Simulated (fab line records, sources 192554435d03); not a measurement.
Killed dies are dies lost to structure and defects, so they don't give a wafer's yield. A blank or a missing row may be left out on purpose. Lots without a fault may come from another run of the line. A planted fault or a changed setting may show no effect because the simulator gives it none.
fab line records | flow n5_finfet
record lots=5 wafers=15 last_day=17
route steps=1938 shown SPACER0@261 SD_EPI_N@262 BEOL_M4@1111 PASSIVATION@1936
lots that met no fault: from a run of the same line without faults
start_h: hours from the record's first day to the start of the lot's first wafer shown | wait_h: hours since the lot's step before | " the same as in the row above | L1.1+2: a row that stands for several wafers | - no value, or no start given | * or withheld: withheld | < > ~ a bound
route shown NAME@n: a module of which the file shows steps, and the number in the route of the first | usual: mean/standard deviation of fault-free wafers | same: alike in all rows | chamber/n: place in a boat | sites: the reading at each site | _std_site: their standard deviation | _edge_site: outer sites' mean less inner sites' | radius_mm: how far each site lies from the wafer's centre | mask NAME#n: copy n | behind: the tool/chamber that last shaped the wafer | hold: why the lot was held/for how many hours/how that ended | device: the transistor (n, p or np) that didn't switch | end of line: the same wafers' tests at the end of the route | a step without rows: its recipe alone | killed: dies lost to structure and defects at the first sort, not the wafer's yield | map: a wafer's dies, x killed, . not, _ none there
set.NAME: the setting as run; set.NAME@STEP: as run at that earlier step | model.NAME: the simulator's own value behind a step, which no gauge read
lots at some steps of the route; a table a step, a row a wafer
services: from which hour (start_h, from the record's first day; less than 0 if before it) a tool's chamber was out of use, for how many hours, and why
## steps
# step N5_SPACER0_INSPECT_04
# recipe inspect_instrument=darkfield mode=post_dep
# usual raw_defect_count=139/29
# columns lot.wafer tool chamber start_h wait_h raw_defect_count
L341.2 defect_inspect-02 - 80.60 0.1 129
L341.4 " - " " 127
L341.5 " - " " 184
L345.1 defect_inspect-01 - 104.38 0.1 92
L345.3 " - " " 126
L345.6 " - " " 150
L353.1 defect_inspect-01 - 152.16 0.1 140
L353.5 " - " " 129
L353.6 " - " " 124
L357.2 defect_inspect-02 - 174.00 0.1 150
L357.5 " - " " 88
L357.6 " - " " 92
L359.1 defect_inspect-02 - 192.63 0.1 103
L359.3 " - " " 101
L359.4 " - " " 138
# step N5_SD_EPI_N_COAT_32
# recipe resist=SOC temp_c=250 time_s=60 spin_rpm=1500 resist_thk_nm=350
# step N5_SD_EPI_N_COAT_33
# recipe resist=SiARC temp_c=220 time_s=60 spin_rpm=1500 resist_thk_nm=35
# step N5_SD_EPI_N_COAT_03
# recipe resist=CAR-ArF-block spin_rpm=1500 resist_thk_nm=150
# step N5_SD_EPI_N_EBR_05
# recipe solvent=PGMEA ebr_width_mm=1.5
# step N5_SD_EPI_N_SOFTBAKE_04
# recipe temp_c=110 time_s=60 resist=CAR-ArF-block
# step N5_SD_EPI_N_EXPOSE_06
# recipe mask_id=SD_N_BLK na=1.35 source_shape=conventional sigma_outer=0.8 polarization=unpolarized target_cd_nm=120 dose_mj=39.75
# step N5_SD_EPI_N_PEB_07
# recipe peb_temp_c=110 peb_time_s=60 resist=CAR-ArF-block
# step N5_SD_EPI_N_DEVELOP_08
# recipe develop_time_s=30 developer=TMAH resist=CAR-ArF-block dev_temp_c=23 rinse_liquid=diw dry=air_spin
# step N5_SD_EPI_N_CD_MEAS_09
# recipe target_cd_nm=120 landing_energy_ev=500 detector=se_inlens
# usual cd_nm=120.1/1
# columns lot.wafer tool chamber start_h wait_h cd_nm
L341.2 cd_sem-03 0 81.00 - 120.3
L341.4 " 0 " " 119.2
L341.5 " 0 " " 120.6
L345.1 cd_sem-03 0 104.78 - 118.1
L345.3 " 0 " " 118.8
L345.6 " 0 " " 119.4
L353.1 cd_sem-01 0 152.43 - 120.9
L353.5 " 0 " " 120.7
L353.6 " 0 " " 121.6
L357.2 cd_sem-03 0 174.42 - 121.7
L357.5 " 0 " " 120.8
L357.6 " 0 " " 119.4
L359.1 cd_sem-02 0 193.03 - 119.9
L359.3 " 0 " " 119.3
L359.4 " 0 " " 119.7
# step N5_SD_EPI_N_OVL_MEAS_10
# recipe points_per_wafer=44
# usual SD_N_BLK_OVL=-0.5/0.8
# columns lot.wafer tool chamber start_h wait_h SD_N_BLK_OVL[nm]
L341.2 overlay-01 0 81.03 0.0 0.1
L341.4 " 0 " " -0.8
L341.5 " 0 " " 0.0
L345.1 overlay-01 0 104.81 0.0 -0.6
L345.3 " 0 " " -0.7
L345.6 " 0 " " -0.8
L353.1 overlay-02 0 152.46 0.0 0.2
L353.5 " 0 " " -0.1
L353.6 " 0 " " -0.2
L357.2 overlay-02 0 174.45 0.0 -0.5
L357.5 " 0 " " -0.9
L357.6 " 0 " " -1.4
L359.1 overlay-01 0 193.06 0.0 -2.8
L359.3 " 0 " " -3.0
L359.4 " 0 " " -1.6
# step N5_SD_EPI_N_INSPECT_11
# recipe mode=adi inspect_instrument=macro
# usual raw_defect_count=2.2/1.5
# columns lot.wafer tool chamber start_h wait_h raw_defect_count
L341.2 defect_inspect-01 - 81.05 0.0 1
L341.4 " - " " 1
L341.5 " - " " 6
L345.1 defect_inspect-01 - 104.84 0.0 3
L345.3 " - " " 2
L345.6 " - " " 2
L353.1 defect_inspect-01 - 152.49 0.0 1
L353.5 " - " " 2
L353.6 " - " " 3
L357.2 defect_inspect-02 - 174.47 0.0 5
L357.5 " - " " 4
L357.6 " - " " 2
L359.1 defect_inspect-02 - 193.09 0.0 2
L359.3 " - " " 0
L359.4 " - " " 1
# step N5_SD_EPI_N_DESCUM_14
# recipe chemistry=O2 time_s=7.9 source_power_w=50 bias_power_w=20 pressure_mtorr=20 rf_frequency_hz=2.712e+07 temp_c=40 resist=CAR-ArF-block o2_flow_sccm=225
# usual drypump_motor_current_A=5.7/0.59 oes_product_au=0.76/0.087 rf_vpp_V=243.1/1.5 showerhead_plenum_p_Torr=2.09/0.077 throttle_valve_pct=20.5/0.31
# columns lot.wafer tool chamber start_h wait_h drypump_motor_current_A oes_product_au rf_hours_counter_h rf_vpp_V showerhead_plenum_p_Torr throttle_valve_pct model.CAR-ArF-block_of_SD_EPI_N_COAT_03.thk_nm
L341.2 rie_diel-04 2 81.17 0.1 5.7 0.69 221 241.8 2.05 20.5 143.8
L341.4 " 1 " " 5.8 0.72 199 244.3 2.18 21.2 143.6
L341.5 " 0 " " 6.7 0.76 - 244.8 2.16 20.2 144
L345.1 rie_diel-05 0 104.87 0.0 4.8 0.68 214 240.7 2.00 20.7 143.4
L345.3 " 3 " " 6.3 0.71 240 244.0 2.14 20.5 144
L345.6 " 3 " " 6.3 0.71 - 244.1 2.14 20.5 143.8
L353.1 rie_diel-05 0 152.52 0.0 4.8 0.67 233 241.0 1.99 20.8 141.8
L353.5 " 1 " " 5.3 0.66 - 241.5 1.96 20.7 142
L353.6 " 2 " " 5.3 0.89 - 243.1 2.13 20.1 143.8
L357.2 rie_diel-04 0 174.64 0.2 6.7 0.72 183 243.6 2.15 20.2 143.8
L357.5 " 3 " " 6.2 0.77 - 240.9 2.01 20.6 144
L357.6 " 1 " " 5.8 0.68 - 242.6 2.17 21.2 143.8
L359.1 rie_diel-04 3 193.74 0.7 6.2 0.76 130 241.9 2.01 20.7 143.6
L359.3 " 2 " " 5.7 0.98 4 244.2 2.04 20.2 143.8
L359.4 " 1 " " 5.9 0.69 243 243.7 2.17 21.2 143.8
# step N5_SD_EPI_N_ETCH_34
# recipe chemistry=CF4 target=SiARC target_depth_a=455 mask_material=CAR-ArF-block time_s=75.8 ion_energy_ev=80 pressure_mtorr=40 source_w=545 bias_w=36 Ar_flow_sccm=100 cf4_flow_sccm=100 ends=cleared
# usual drypump_motor_current_A=5.7/0.59 etch_rf_on_time_s=75.7/1.9 oes_product_au=0.65/0.068 rf_vpp_V=184.1/1.1 showerhead_plenum_p_Torr=2.14/0.073 throttle_valve_pct=15.76/0.28
# columns lot.wafer tool chamber start_h wait_h drypump_motor_current_A etch_rf_on_time_s oes_product_au rf_hours_counter_h rf_vpp_V showerhead_plenum_p_Torr throttle_valve_pct model.CAR-ArF-block_of_SD_EPI_N_COAT_03.thk_nm
L341.2 rie_diel-04 2 81.21 0.0 5.7 77.3 0.58 221 184.5 2.10 15.83 111.2
L341.4 " 1 " " 5.9 71.6 0.64 199 184.6 2.21 16.15 111.2
L341.5 " 0 " " 6.7 75.8 0.65 - 185.3 2.23 15.66 111.4
L345.1 rie_diel-05 0 104.91 0.0 4.8 73.2 0.61 214 183.3 2.04 15.83 111
L345.3 " 3 " " 6.3 75.6 0.60 240 185.5 2.18 15.77 111.6
L345.6 " 3 " " 6.3 76.3 0.60 - 187.0 2.18 15.77 111.4
L353.1 rie_diel-05 0 152.56 0.0 4.8 73.6 0.60 233 183.7 2.03 15.87 109.2
L353.5 " 1 " " 5.3 75.1 0.58 - 183.7 2.01 16.00 109.4
L353.6 " 2 " " 5.3 76.8 0.74 - 184.3 2.16 15.13 111.2
L357.2 rie_diel-04 0 174.68 0.0 6.7 76.7 0.63 183 183.9 2.22 15.69 111.2
L357.5 " 3 " " 6.2 78.7 0.64 - 182.9 2.08 15.87 111.4
L357.6 " 1 " " 5.9 73.3 0.60 - 184.8 2.20 16.22 111.2
L359.1 rie_diel-04 3 193.78 0.0 6.2 78.6 0.64 130 183.7 2.07 15.89 111.2
L359.3 " 2 " " 5.7 78.7 0.82 4 183.3 2.09 15.38 111.4
L359.4 " 1 " " 5.8 73.0 0.59 243 185.3 2.20 16.25 111.2
# step N5_SD_EPI_N_ETCH_35
# recipe chemistry=N2/H2 target=SOC overetch_a=1080 mask_material=SiARC temp_c=40 ion_energy_ev=100 source_w=3000 bias_w=133 pressure_mtorr=20 time_s=486 n2_flow_sccm=200 h2_flow_sccm=200
# usual drypump_motor_current_A=5.8/0.59 oes_product_au=0.68/0.071 rf_vpp_V=240.8/1.3 showerhead_plenum_p_Torr=2.54/0.09 throttle_valve_pct=23.97/0.3
# same time_s=486
# columns lot.wafer tool chamber start_h wait_h drypump_motor_current_A oes_product_au rf_hours_counter_h rf_vpp_V showerhead_plenum_p_Torr throttle_valve_pct
L341.2 rie_diel-04 2 81.26 0.0 5.7 0.62 221 241.0 2.50 23.84
L341.4 " 1 " " 5.8 0.65 199 241.3 2.61 24.34
L341.5 " 0 " " 6.7 0.69 - 242.3 2.65 23.78
L345.1 rie_diel-05 0 104.96 0.0 4.8 0.62 214 238.6 2.41 23.97
L345.3 " 3 " " 6.3 0.63 240 241.7 2.62 23.91
L345.6 " 3 " " 6.3 0.63 - 241.1 2.62 23.93
L353.1 rie_diel-05 0 152.61 0.0 4.8 0.61 233 238.3 2.40 24.00
L353.5 " 1 " " 5.3 0.61 - 238.4 2.40 24.32
L353.6 " 2 " " 5.3 0.79 - 241.9 2.58 23.40
L357.2 rie_diel-04 0 174.73 0.0 6.7 0.66 183 241.8 2.63 23.82
L357.5 " 3 " " 6.2 0.69 - 239.4 2.44 24.31
L357.6 " 1 " " 5.8 0.62 - 240.3 2.60 24.38
L359.1 rie_diel-04 3 193.83 0.0 6.2 0.69 130 238.3 2.44 24.33
L359.3 " 2 " " 5.7 0.87 4 240.0 2.48 23.64
L359.4 " 1 " " 5.9 0.62 243 241.3 2.59 24.40
# step N5_BEOL_M4_RC_MEAS_101
# usual DIBL_N=36.8/2.2 DIBL_P=37.0/2.8 IOFF_N=0.18/0.043 IOFF_P=0.23/0.05 ION_N=680/14 ION_P=466/9.1 SS_N=71.7/0.74 SS_P=73.5/0.79 VT_N=248/4 VT_P=-249/4.1
# columns lot.wafer tool chamber start_h wait_h DIBL_N[mV/V] DIBL_P[mV/V] IOFF_N[nA/um] IOFF_P[nA/um] ION_N[uA/um] ION_P[uA/um] SS_N[mV/dec] SS_P[mV/dec] VT_N[mV] VT_P[mV]
L341.2 prober-01 0 203.74 0.2 37.0 38.2 0.16 0.20 687 463 72.2 73.1 250 -253
L341.4 " 0 " " 32.5 33.8 0.10 0.15 658 453 71.3 71.4 258 -255
L341.5 " 0 " " 39.7 42.1 0.23 0.26 692 468 73.0 74.4 246 -250
L345.1 prober-01 0 230.83 0.0 37.5 37.8 0.20 0.26 682 465 71.9 74.0 247 -246
L345.3 " 0 " " 33.7 33.3 0.12 0.18 662 459 70.4 72.1 252 -252
L345.6 " 0 " " 36.7 36.0 0.17 0.23 667 462 72.1 73.5 248 -247
L353.1 prober-02 0 260.66 0.0 38.3 35.9 0.17 0.24 680 472 71.2 72.7 247 -248
L353.5 " 0 " " 39.6 37.6 0.21 0.28 688 472 72.2 73.5 245 -243
L353.6 " 0 " " 36.5 32.5 0.13 0.19 666 464 71.9 72.2 253 -252
L357.2 prober-01 0 291.65 0.2 38.2 36.8 0.20 0.21 685 460 73.4 73.5 249 -253
L357.5 " 0 " " 39.9 39.7 0.23 0.27 689 469 73.1 74.4 244 -247
L357.6 " 0 " " 35.9 35.6 0.16 0.20 680 461 71.6 73.0 252 -253
L359.1 prober-02 0 298.90 0.0 37.5 38.4 0.21 0.27 689 477 72.1 73.1 244 -242
L359.3 " 0 " " 35.7 37.0 0.18 0.24 687 477 71.6 73.1 244 -246
L359.4 " 0 " " 34.9 34.6 0.16 0.20 671 465 71.3 73.1 247 -249
# step N5_PASSIVATION_PROBE_49
# usual defect_limited_yield=91.4/1.5 killed_at_M0_to_M3=36/11 killed_at_M4_up=14/6 killed_at_contacts=11/6 killed_at_front_end=37/11 killed_at_other=4/3.4 killed_dies=102/18 killed_open=66/13 killed_short=34/7.8 sort_bin_4_leakage=0.00/0.017 sort_bin_5_function=5.0/0.97 sort_bin_6_memory=3.2/0.7 sort_bin_8_speed=0.0/0.38 sort_n_pass=1078/19 sort_yield_pct=91.3/1.6
# same gross_dies=1180 killed_at_back_side=0
# columns lot.wafer tool chamber start_h wait_h defect_limited_yield[%] killed_at_M0_to_M3 killed_at_M4_up killed_at_contacts killed_at_front_end killed_at_other killed_dies killed_open killed_short sort_bin_4_leakage[%] sort_bin_5_function[%] sort_bin_6_memory[%] sort_bin_8_speed[%] sort_n_pass sort_yield_pct[%]
L341.2 prober-01 - 309.54 0.1 91.8 52 5 14 22 4 97 76 21 0 5.4 2.6 0 1083 91.8
L341.4 prober-01 - 309.64 0.2 93.2 38 9 6 24 3 80 48 29 0 4.1 2.5 0 1100 93.2
L341.5 prober-01 - 309.69 0.2 93.9 25 5 11 26 5 72 53 18 0 3.8 2.0 0 1108 93.9
L353.1 prober-01 - 363.57 0.0 91.9 26 18 13 39 0 96 62 33 0 4.2 3.5 0 1084 91.9
L353.5 prober-01 - 363.77 0.2 93.2 25 5 20 28 2 80 50 30 0 4.0 2.3 0 1100 93.2
L353.6 prober-01 - 363.82 0.3 91.7 32 11 16 37 2 98 58 38 0 4.9 3.1 0 1082 91.7
L357.2 prober-01 - 395.12 0.1 91.5 21 9 23 45 2 100 68 31 0 4.8 3.4 0 1080 91.5
L357.5 prober-01 - 395.27 0.2 92.4 18 20 18 34 0 90 59 29 0 4.3 3.1 0 1090 92.4
L357.6 prober-01 - 395.32 0.3 88.1 49 17 13 60 1 140 88 47 0 7.2 4.4 0 1040 88.1
# killed by level:class
L341.2 BEOL_M1:geometric_particle:open=13 MOL_CONTACT_COAG:geometric_particle:open=12 BEOL_M3:geometric_particle:open=12 BEOL_M0_SAQP:geometric_particle:open=11 BEOL_M2:geometric_particle:open=6 FIN_SAQP:geometric_particle:short=5 FIN_SAQP:geometric_particle:open=4 BEOL_M1:geometric_particle:short=4
L341.4 BEOL_M1:geometric_particle:open=10 BEOL_M0_SAQP:geometric_particle:short=9 BEOL_M2:geometric_particle:open=8 BEOL_M0_SAQP:geometric_particle:open=5 BEOL_M8:geometric_particle:open=5 STARTING-WAFER:geometric_particle:short=5 FIN_SAQP:geometric_particle:short=4 MOL_CONTACT_COAG:geometric_particle:open=4
L341.5 BEOL_M2:geometric_particle:open=10 MOL_CONTACT_COAG:geometric_particle:open=9 STI_FIN_REVEAL:geometric_particle:open=7 FIN_SAQP:geometric_particle:open=4 BEOL_M3:geometric_particle:open=4 FIN_SAQP:geometric_particle:short=3 STI_FIN_REVEAL:geometric_particle:short=3 BEOL_M0_SAQP:geometric_particle:short=3
L353.1 MOL_CONTACT_COAG:geometric_particle:open=10 GATE_CUT:geometric_particle:open=9 STI_FIN_REVEAL:geometric_particle:open=7 BEOL_M0_SAQP:geometric_particle:open=6 BEOL_M4:geometric_particle:open=6 BEOL_M2:geometric_particle:open=5 STARTING-WAFER:geometric_particle:short=5 GATE_CUT:geometric_particle:short=4
L353.5 MOL_CONTACT_COAG:geometric_particle:open=16 GATE_CUT:geometric_particle:short=10 STI_FIN_REVEAL:geometric_particle:open=4 MOL_CONTACT_COAG:geometric_particle:short=4 BEOL_M0_SAQP:geometric_particle:short=4 BEOL_M0_SAQP:geometric_particle:open=4 BEOL_M1:geometric_particle:open=4 BEOL_M2:geometric_particle:open=4
L353.6 MOL_CONTACT_COAG:geometric_particle:open=11 GATE_CUT:geometric_particle:short=8 BEOL_M3:geometric_particle:open=8 STI_FIN_REVEAL:geometric_particle:open=7 BEOL_M0_SAQP:geometric_particle:open=6 MOL_CONTACT_COAG:geometric_particle:short=5 BEOL_M0_SAQP:geometric_particle:short=4 BEOL_M0:geometric_particle:open=4
L357.2 MOL_CONTACT_COAG:geometric_particle:open=18 STI_FIN_REVEAL:geometric_particle:open=15 BEOL_M0_SAQP:geometric_particle:short=9 DUMMY_GATE:geometric_particle:open=7 FIN_SAQP:geometric_particle:short=6 MOL_CONTACT_COAG:geometric_particle:short=5 BEOL_M0_SAQP:geometric_particle:open=4 BEOL_M2:geometric_particle:open=4
L357.5 MOL_CONTACT_COAG:geometric_particle:open=12 BEOL_M2:geometric_particle:open=7 BEOL_M4:geometric_particle:open=7 MOL_CONTACT_COAG:geometric_particle:short=6 BEOL_M3:geometric_particle:open=6 FIN_SAQP:geometric_particle:short=5 STI_FIN_REVEAL:geometric_particle:open=5 STI_FIN_REVEAL:geometric_particle:short=4
L357.6 STI_FIN_REVEAL:geometric_particle:open=14 BEOL_M0_SAQP:geometric_particle:open=13 BEOL_M0_SAQP:geometric_particle:short=11 MOL_CONTACT_COAG:geometric_particle:open=9 DUMMY_GATE:geometric_particle:open=8 BEOL_M3:geometric_particle:open=8 FIN_SAQP:geometric_particle:open=6 FIN_SAQP:geometric_particle:short=6
## services
# columns tool chamber start_h hours kind
rie_diel-05 - 61.60 0.2 repair
rie_diel-05 3 133.54 - clean
rie_diel-05 3 133.54 - consumable_replace:focus_ring
rie_diel-05 3 133.54 18.2 scheduled_down
rie_diel-05 3 133.54 18.2 vent_cycle
rie_diel-04 0 138.65 5.3 repair
rie_diel-04 2 159.67 - clean
rie_diel-04 2 159.67 - consumable_replace:focus_ring
rie_diel-04 2 159.67 21.8 scheduled_down
rie_diel-04 2 159.67 21.8 vent_cycle
rie_diel-05 1 170.15 - clean
rie_diel-05 1 170.15 - consumable_replace:focus_ring
rie_diel-05 1 170.15 - consumable_replace:showerhead
rie_diel-05 1 170.15 17.4 scheduled_down
rie_diel-05 1 170.15 17.4 vent_cycle
## key
first_sign none at tools or gauges
model_effect step=N5_SD_EPI_N_DESCUM_14 value=CAR-ArF-block_of_SD_EPI_N_COAT_03.thk_nm without=143.1 struck=141.9
model_effect step=N5_SD_EPI_N_ETCH_34 value=CAR-ArF-block_of_SD_EPI_N_COAT_03.thk_nm without=110.5 struck=109.3
met_at N5_SD_EPI_N_DESCUM_14
struck_wafers L353.1,L353.5
onset_between 104.87 152.52
fault kind=process_parameter_drift tool=rie_diel-05 chamber=- onset_h=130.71 steps=N5_SD_EPI_N_DESCUM_14 channel=time_s offset=* shape=step end_h=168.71 scope=struck_wafers_only acts_in=* stated=*
